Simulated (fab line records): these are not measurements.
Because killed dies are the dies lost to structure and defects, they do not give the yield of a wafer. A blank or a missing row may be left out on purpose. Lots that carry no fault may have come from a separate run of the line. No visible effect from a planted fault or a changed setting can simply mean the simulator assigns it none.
The tool behind it: which one? || flow nandHarc || 15 lots with 45 wafers sampled at 4 steps, on a route of 1302 steps

== WHAT EACH GAUGE READ, for each wafer ==
Not one reading of a measure or inspect step in the record can be checked against a usual standard deviation.

== WHICH TOOL RAN EACH LOT (tool, then ch and the chambers of the sampled wafers, then the start) ==
{"lot": "L246", "NHARC_A_CONTACT_DEP_84": "aclDep-03 ch 0, day 22 16:30", "NHARC_A_CONTACT_ETCH_88": "rieDiel-12 ch 1,2, day 22 18:50", "NHARC_A_CONTACT_ETCH_139": "harCapEtch-02 ch 0,1, day 22 21:10", "NHARC_A_CONTACT_CVD_19": "cvdW-02 ch 0,1, no start"}
{"lot": "L247", "NHARC_A_CONTACT_DEP_84": "aclDep-03 ch 0, day 23 01:23", "NHARC_A_CONTACT_ETCH_88": "rieDiel-12 ch 0,1, day 23 03:43", "NHARC_A_CONTACT_ETCH_139": "harCapEtch-01 ch 0,1, day 23 06:04", "NHARC_A_CONTACT_CVD_19": "cvdW-01 ch 0,1, no start"}
{"lot": "L248", "NHARC_A_CONTACT_DEP_84": "aclDep-01 ch 0, day 23 03:17", "NHARC_A_CONTACT_ETCH_88": "rieDiel-13 ch 0,1,2, day 23 05:57", "NHARC_A_CONTACT_ETCH_139": "harCapEtch-02 ch 0,1, day 23 08:17", "NHARC_A_CONTACT_CVD_19": "cvdW-01 ch 0,1, no start"}
{"lot": "L249", "NHARC_A_CONTACT_DEP_84": "aclDep-02 ch 0, day 23 17:17", "NHARC_A_CONTACT_ETCH_88": "rieDiel-12 ch 0,2, day 23 20:02", "NHARC_A_CONTACT_ETCH_139": "harCapEtch-03 ch 0,1, day 23 22:21", "NHARC_A_CONTACT_CVD_19": "cvdW-02 ch 0,1, no start"}
{"lot": "L250", "NHARC_A_CONTACT_DEP_84": "aclDep-01 ch 0, day 24 19:36", "NHARC_A_CONTACT_ETCH_88": "rieDiel-12 ch 2,3, day 24 22:19", "NHARC_A_CONTACT_ETCH_139": "harCapEtch-02 ch 0,1, day 25 00:50", "NHARC_A_CONTACT_CVD_19": "cvdW-02 ch 0,1, no start"}
{"lot": "L253", "NHARC_A_CONTACT_DEP_84": "aclDep-03 ch 0, day 24 22:40", "NHARC_A_CONTACT_ETCH_88": "rieDiel-12 ch 0,2, day 25 01:39", "NHARC_A_CONTACT_ETCH_139": "harCapEtch-03 ch 0,1, day 25 04:26", "NHARC_A_CONTACT_CVD_19": "cvdW-02 ch 0,1, no start"}
{"lot": "L252", "NHARC_A_CONTACT_DEP_84": "aclDep-01 ch 0, day 25 08:22", "NHARC_A_CONTACT_ETCH_88": "rieDiel-12 ch 0,2,3, day 25 10:42", "NHARC_A_CONTACT_ETCH_139": "harCapEtch-01 ch 0,1, day 25 13:02", "NHARC_A_CONTACT_CVD_19": "cvdW-02 ch 1, no start"}
{"lot": "L257", "NHARC_A_CONTACT_DEP_84": "aclDep-02 ch 0, day 27 06:52", "NHARC_A_CONTACT_ETCH_88": "rieDiel-12 ch 1,2, day 27 09:02", "NHARC_A_CONTACT_ETCH_139": "harCapEtch-01 ch 0,1, day 27 11:29", "NHARC_A_CONTACT_CVD_19": "cvdW-01 ch 0,1, no start"}
{"lot": "L259", "NHARC_A_CONTACT_DEP_84": "aclDep-03 ch 0, day 28 03:48", "NHARC_A_CONTACT_ETCH_88": "rieDiel-12 ch 0,3, day 28 06:35", "NHARC_A_CONTACT_ETCH_139": "harCapEtch-02 ch 0,1, day 28 09:34", "NHARC_A_CONTACT_CVD_19": "cvdW-01 ch 0,1, no start"}
{"lot": "L260", "NHARC_A_CONTACT_DEP_84": "aclDep-02 ch 0, day 28 05:16", "NHARC_A_CONTACT_ETCH_88": "rieDiel-03 ch 0,3, day 28 07:28", "NHARC_A_CONTACT_ETCH_139": "harCapEtch-03 ch 0,1, day 28 10:03", "NHARC_A_CONTACT_CVD_19": "cvdW-02 ch 0,1, no start"}
{"lot": "L263", "NHARC_A_CONTACT_DEP_84": "aclDep-03 ch 0, day 29 18:01", "NHARC_A_CONTACT_ETCH_88": "rieDiel-03 ch 1,2, day 29 20:38", "NHARC_A_CONTACT_ETCH_139": "harCapEtch-03 ch 0,1, day 29 23:13", "NHARC_A_CONTACT_CVD_19": "cvdW-02 ch 0,1, no start"}
{"lot": "L262", "NHARC_A_CONTACT_DEP_84": "aclDep-02 ch 0, day 29 18:36", "NHARC_A_CONTACT_ETCH_88": "rieDiel-12 ch 1,3, day 29 21:06", "NHARC_A_CONTACT_ETCH_139": "harCapEtch-02 ch 0,1, day 30 00:19", "NHARC_A_CONTACT_CVD_19": "cvdW-01 ch 0,1, no start"}
{"lot": "L266", "NHARC_A_CONTACT_DEP_84": "aclDep-01 ch 0, day 30 19:14", "NHARC_A_CONTACT_ETCH_88": "rieDiel-12 ch 0,1, day 30 21:19", "NHARC_A_CONTACT_ETCH_139": "harCapEtch-01 ch 0,1, day 31 00:32", "NHARC_A_CONTACT_CVD_19": "cvdW-01 ch 0,1, no start"}
{"lot": "L267", "NHARC_A_CONTACT_DEP_84": "aclDep-02 ch 0, day 31 16:02", "NHARC_A_CONTACT_ETCH_88": "rieDiel-03 ch 1,2, day 31 18:15", "NHARC_A_CONTACT_ETCH_139": "harCapEtch-02 ch 0,1, day 31 20:46", "NHARC_A_CONTACT_CVD_19": "cvdW-01 ch 0,1, no start"}
{"lot": "L268", "NHARC_A_CONTACT_DEP_84": "aclDep-01 ch 0, day 32 03:16", "NHARC_A_CONTACT_ETCH_88": "rieDiel-03 ch 0,1,2, day 32 05:27", "NHARC_A_CONTACT_ETCH_139": "harCapEtch-03 ch 0,1, day 32 08:22", "NHARC_A_CONTACT_CVD_19": "cvdW-01 ch 0,1, no start"}
- NHARC_A_CONTACT_DEP_84: deposits aC, target thk 2800 nm.
- NHARC_A_CONTACT_ETCH_88: etches the open film in CF4, target depth 39 nm, time 65 s.
- NHARC_A_CONTACT_ETCH_139: etches the open film in C4F8/O2/Ar, time 195 s, target depth 840 nm.
- NHARC_A_CONTACT_CVD_19: deposits W, target thk 300 nm, time 802 s.

== WHAT THE TOOLS THEMSELVES READ (means of the sampled wafers that have a number; where no wafer has one, the mark that the record gives instead) ==
NHARC_A_CONTACT_DEP_84. Usual: throttleValvePct 34.998 %, standard deviation 0.01.
{"lot": "L246", "tool": "aclDep-03", "throttleValvePct (%)": 34.983, "flag": ""}
{"lot": "L247", "tool": "aclDep-03", "throttleValvePct (%)": 34.994, "flag": ""}
{"lot": "L248", "tool": "aclDep-01", "throttleValvePct (%)": 35.001, "flag": ""}
{"lot": "L249", "tool": "aclDep-02", "throttleValvePct (%)": 34.997, "flag": ""}
{"lot": "L250", "tool": "aclDep-01", "throttleValvePct (%)": 35.006, "flag": ""}
{"lot": "L253", "tool": "aclDep-03", "throttleValvePct (%)": 34.998, "flag": ""}
{"lot": "L252", "tool": "aclDep-01", "throttleValvePct (%)": 34.997, "flag": ""}
{"lot": "L257", "tool": "aclDep-02", "throttleValvePct (%)": 34.990, "flag": ""}
{"lot": "L259", "tool": "aclDep-03", "throttleValvePct (%)": 34.995, "flag": ""}
{"lot": "L260", "tool": "aclDep-02", "throttleValvePct (%)": 34.994, "flag": ""}
{"lot": "L263", "tool": "aclDep-03", "throttleValvePct (%)": 34.997, "flag": ""}
{"lot": "L262", "tool": "aclDep-02", "throttleValvePct (%)": 35.007, "flag": ""}
{"lot": "L266", "tool": "aclDep-01", "throttleValvePct (%)": 34.989, "flag": ""}
{"lot": "L267", "tool": "aclDep-02", "throttleValvePct (%)": 34.999, "flag": ""}
{"lot": "L268", "tool": "aclDep-01", "throttleValvePct (%)": 35.011, "flag": ""}

NHARC_A_CONTACT_ETCH_88. Usual: biasW 100.03 W (standard deviation 0.25); cf4FlowSccm 150.0 sccm (standard deviation 0.44); drypumpMotorCurrentA 5.7 A (standard deviation 0.45); oesProductAu 1.000 a.u. (standard deviation 0.011); rfVppV 150.8 V (standard deviation 1.1); showerheadPlenumPTorr 1.73 Torr (standard deviation 0.064); throttleValvePct 13.283 % (standard deviation 0.0095).
{"lot": "L246", "tool": "rieDiel-12", "biasW (W)": 100.11, "cf4FlowSccm (sccm)": 150.1, "drypumpMotorCurrentA (A)": 6.0, "oesProductAu (a.u.)": 1.009, "rfVppV (V)": 150.1, "showerheadPlenumPTorr (Torr)": 1.69, "throttleValvePct (%)": 13.292, "flag": ""}
{"lot": "L247", "tool": "rieDiel-12", "biasW (W)": 99.97, "cf4FlowSccm (sccm)": 150.5, "drypumpMotorCurrentA (A)": 5.6, "oesProductAu (a.u.)": 1.001, "rfVppV (V)": 150.2, "showerheadPlenumPTorr (Torr)": 1.69, "throttleValvePct (%)": 13.281, "flag": ""}
{"lot": "L248", "tool": "rieDiel-13", "biasW (W)": 99.94, "cf4FlowSccm (sccm)": 149.8, "drypumpMotorCurrentA (A)": 5.5, "oesProductAu (a.u.)": 0.993, "rfVppV (V)": 152.2, "showerheadPlenumPTorr (Torr)": 1.79, "throttleValvePct (%)": 13.278, "flag": ""}
{"lot": "L249", "tool": "rieDiel-12", "biasW (W)": 100.03, "cf4FlowSccm (sccm)": 150.0, "drypumpMotorCurrentA (A)": 5.6, "oesProductAu (a.u.)": 1.006, "rfVppV (V)": 150.0, "showerheadPlenumPTorr (Torr)": 1.67, "throttleValvePct (%)": 13.287, "flag": ""}
{"lot": "L250", "tool": "rieDiel-12", "biasW (W)": 100.37, "cf4FlowSccm (sccm)": 150.0, "drypumpMotorCurrentA (A)": 6.1, "oesProductAu (a.u.)": 0.997, "rfVppV (V)": 149.8, "showerheadPlenumPTorr (Torr)": 1.71, "throttleValvePct (%)": 13.280, "flag": ""}
{"lot": "L253", "tool": "rieDiel-12", "biasW (W)": 100.15, "cf4FlowSccm (sccm)": 150.0, "drypumpMotorCurrentA (A)": 5.5, "oesProductAu (a.u.)": 1.000, "rfVppV (V)": 150.3, "showerheadPlenumPTorr (Torr)": 1.67, "throttleValvePct (%)": 13.279, "flag": ""}
{"lot": "L252", "tool": "rieDiel-12", "biasW (W)": 100.10, "cf4FlowSccm (sccm)": 150.1, "drypumpMotorCurrentA (A)": 5.8, "oesProductAu (a.u.)": 1.000, "rfVppV (V)": 150.6, "showerheadPlenumPTorr (Torr)": 1.71, "throttleValvePct (%)": 13.275, "flag": ""}
{"lot": "L257", "tool": "rieDiel-12", "biasW (W)": 100.03, "cf4FlowSccm (sccm)": 149.5, "drypumpMotorCurrentA (A)": 6.2, "oesProductAu (a.u.)": 1.005, "rfVppV (V)": 150.3, "showerheadPlenumPTorr (Torr)": 1.67, "throttleValvePct (%)": 13.296, "flag": ""}
{"lot": "L259", "tool": "rieDiel-12", "biasW (W)": 100.12, "cf4FlowSccm (sccm)": 150.2, "drypumpMotorCurrentA (A)": 5.5, "oesProductAu (a.u.)": 0.999, "rfVppV (V)": 150.8, "showerheadPlenumPTorr (Torr)": 1.75, "throttleValvePct (%)": 13.283, "flag": ""}
{"lot": "L260", "tool": "rieDiel-03", "biasW (W)": 100.16, "cf4FlowSccm (sccm)": 149.9, "drypumpMotorCurrentA (A)": 6.3, "oesProductAu (a.u.)": 1.000, "rfVppV (V)": 152.1, "showerheadPlenumPTorr (Torr)": 1.86, "throttleValvePct (%)": 13.279, "flag": ""}
{"lot": "L263", "tool": "rieDiel-03", "biasW (W)": 99.99, "cf4FlowSccm (sccm)": 150.2, "drypumpMotorCurrentA (A)": 5.5, "oesProductAu (a.u.)": 1.015, "rfVppV (V)": 150.7, "showerheadPlenumPTorr (Torr)": 1.72, "throttleValvePct (%)": 13.277, "flag": ""}
{"lot": "L262", "tool": "rieDiel-12", "biasW (W)": 99.97, "cf4FlowSccm (sccm)": 150.2, "drypumpMotorCurrentA (A)": 5.7, "oesProductAu (a.u.)": 0.997, "rfVppV (V)": 150.5, "showerheadPlenumPTorr (Torr)": 1.76, "throttleValvePct (%)": 13.276, "flag": ""}
{"lot": "L266", "tool": "rieDiel-12", "biasW (W)": 100.19, "cf4FlowSccm (sccm)": 149.7, "drypumpMotorCurrentA (A)": 5.4, "oesProductAu (a.u.)": 1.005, "rfVppV (V)": 150.0, "showerheadPlenumPTorr (Torr)": 1.67, "throttleValvePct (%)": 13.278, "flag": ""}
{"lot": "L267", "tool": "rieDiel-03", "biasW (W)": 99.88, "cf4FlowSccm (sccm)": 149.7, "drypumpMotorCurrentA (A)": 5.5, "oesProductAu (a.u.)": 1.011, "rfVppV (V)": 150.7, "showerheadPlenumPTorr (Torr)": 1.72, "throttleValvePct (%)": 13.281, "flag": ""}
{"lot": "L268", "tool": "rieDiel-03", "biasW (W)": 100.06, "cf4FlowSccm (sccm)": 149.6, "drypumpMotorCurrentA (A)": 5.9, "oesProductAu (a.u.)": 1.006, "rfVppV (V)": 151.8, "showerheadPlenumPTorr (Torr)": 1.78, "throttleValvePct (%)": 13.292, "flag": ""}

NHARC_A_CONTACT_ETCH_139. Usual: chamberPressureMTorr 20.002 mTorr, standard deviation 0.018; oesAirLineAu 0.996 a.u., standard deviation 0.021.
{"lot": "L246", "tool": "harCapEtch-02", "chamberPressureMTorr (mTorr)": 20.010, "oesAirLineAu (a.u.)": 0.989, "flag": ""}
{"lot": "L247", "tool": "harCapEtch-01", "chamberPressureMTorr (mTorr)": 19.998, "oesAirLineAu (a.u.)": 0.991, "flag": ""}
{"lot": "L248", "tool": "harCapEtch-02", "chamberPressureMTorr (mTorr)": 19.987, "oesAirLineAu (a.u.)": 0.991, "flag": ""}
{"lot": "L249", "tool": "harCapEtch-03", "chamberPressureMTorr (mTorr)": 19.997, "oesAirLineAu (a.u.)": 0.989, "flag": ""}
{"lot": "L250", "tool": "harCapEtch-02", "chamberPressureMTorr (mTorr)": 20.003, "oesAirLineAu (a.u.)": 0.990, "flag": ""}
{"lot": "L253", "tool": "harCapEtch-03", "chamberPressureMTorr (mTorr)": 19.994, "oesAirLineAu (a.u.)": 0.998, "flag": ""}
{"lot": "L252", "tool": "harCapEtch-01", "chamberPressureMTorr (mTorr)": 20.012, "oesAirLineAu (a.u.)": 0.977, "flag": ""}
{"lot": "L257", "tool": "harCapEtch-01", "chamberPressureMTorr (mTorr)": "-", "oesAirLineAu (a.u.)": "-", "flag": "OFF"}
{"lot": "L259", "tool": "harCapEtch-02", "chamberPressureMTorr (mTorr)": "-", "oesAirLineAu (a.u.)": "-", "flag": "OFF"}
{"lot": "L260", "tool": "harCapEtch-03", "chamberPressureMTorr (mTorr)": "-", "oesAirLineAu (a.u.)": "-", "flag": "OFF"}
{"lot": "L263", "tool": "harCapEtch-03", "chamberPressureMTorr (mTorr)": 20.015, "oesAirLineAu (a.u.)": 0.999, "flag": ""}
{"lot": "L262", "tool": "harCapEtch-02", "chamberPressureMTorr (mTorr)": 19.974, "oesAirLineAu (a.u.)": 0.976, "flag": ""}
{"lot": "L266", "tool": "harCapEtch-01", "chamberPressureMTorr (mTorr)": 19.987, "oesAirLineAu (a.u.)": 1.006, "flag": ""}
{"lot": "L267", "tool": "harCapEtch-02", "chamberPressureMTorr (mTorr)": 19.999, "oesAirLineAu (a.u.)": 0.982, "flag": ""}
{"lot": "L268", "tool": "harCapEtch-03", "chamberPressureMTorr (mTorr)": 19.998, "oesAirLineAu (a.u.)": 0.998, "flag": ""}

NHARC_A_CONTACT_CVD_19. Usual: heaterPowerW 501 W, standard deviation 31; throttleValvePct 8.1 %, standard deviation 0.41.
{"lot": "L246", "tool": "cvdW-02", "heaterPowerW (W)": 506, "throttleValvePct (%)": 8.4, "flag": ""}
{"lot": "L247", "tool": "cvdW-01", "heaterPowerW (W)": 501, "throttleValvePct (%)": 8.2, "flag": ""}
{"lot": "L248", "tool": "cvdW-01", "heaterPowerW (W)": 493, "throttleValvePct (%)": 8.3, "flag": ""}
{"lot": "L249", "tool": "cvdW-02", "heaterPowerW (W)": 488, "throttleValvePct (%)": 7.9, "flag": ""}
{"lot": "L250", "tool": "cvdW-02", "heaterPowerW (W)": 502, "throttleValvePct (%)": 8.1, "flag": ""}
{"lot": "L253", "tool": "cvdW-02", "heaterPowerW (W)": 488, "throttleValvePct (%)": 7.9, "flag": ""}
{"lot": "L252", "tool": "cvdW-02", "heaterPowerW (W)": 489, "throttleValvePct (%)": 7.7, "flag": ""}
{"lot": "L257", "tool": "cvdW-01", "heaterPowerW (W)": 527, "throttleValvePct (%)": 8.0, "flag": ""}
{"lot": "L259", "tool": "cvdW-01", "heaterPowerW (W)": 494, "throttleValvePct (%)": 8.1, "flag": ""}
{"lot": "L260", "tool": "cvdW-02", "heaterPowerW (W)": 479, "throttleValvePct (%)": 8.0, "flag": ""}
{"lot": "L263", "tool": "cvdW-02", "heaterPowerW (W)": 517, "throttleValvePct (%)": 8.3, "flag": ""}
{"lot": "L262", "tool": "cvdW-01", "heaterPowerW (W)": 518, "throttleValvePct (%)": 8.0, "flag": ""}
{"lot": "L266", "tool": "cvdW-01", "heaterPowerW (W)": 507, "throttleValvePct (%)": 8.1, "flag": ""}
{"lot": "L267", "tool": "cvdW-01", "heaterPowerW (W)": 475, "throttleValvePct (%)": 8.1, "flag": ""}
{"lot": "L268", "tool": "cvdW-01", "heaterPowerW (W)": 474, "throttleValvePct (%)": 7.9, "flag": ""}

== THE ANSWER, worked out from the rows above alone ==
Rule: a lot counts as off when the mean over its wafers that have a number is more than 3 standard deviations away from the usual mean. Also off: a lot with no number at a reading for which 4 or more lots have one. All remaining lots with rows at the step are treated as sound. The gauges are gone through in route order, then the tools' own readings, and for those a lot's mean is taken as printed above. The first step at which some lot is off is used, and at that step the reading that is off furthest; a lot without a number counts as furthest.
Off at NHARC_A_CONTACT_ETCH_139 (chamberPressureMTorr): L257, L259, L260. Without a number there: L257, L259, L260.
If a tool, at that step or one of the process steps before it, ran each lot that is off and ran no sound lot following the first of them, it fits. No candidate that was tried fits.

== WHAT THE SIMULATOR HAD INSERTED ==
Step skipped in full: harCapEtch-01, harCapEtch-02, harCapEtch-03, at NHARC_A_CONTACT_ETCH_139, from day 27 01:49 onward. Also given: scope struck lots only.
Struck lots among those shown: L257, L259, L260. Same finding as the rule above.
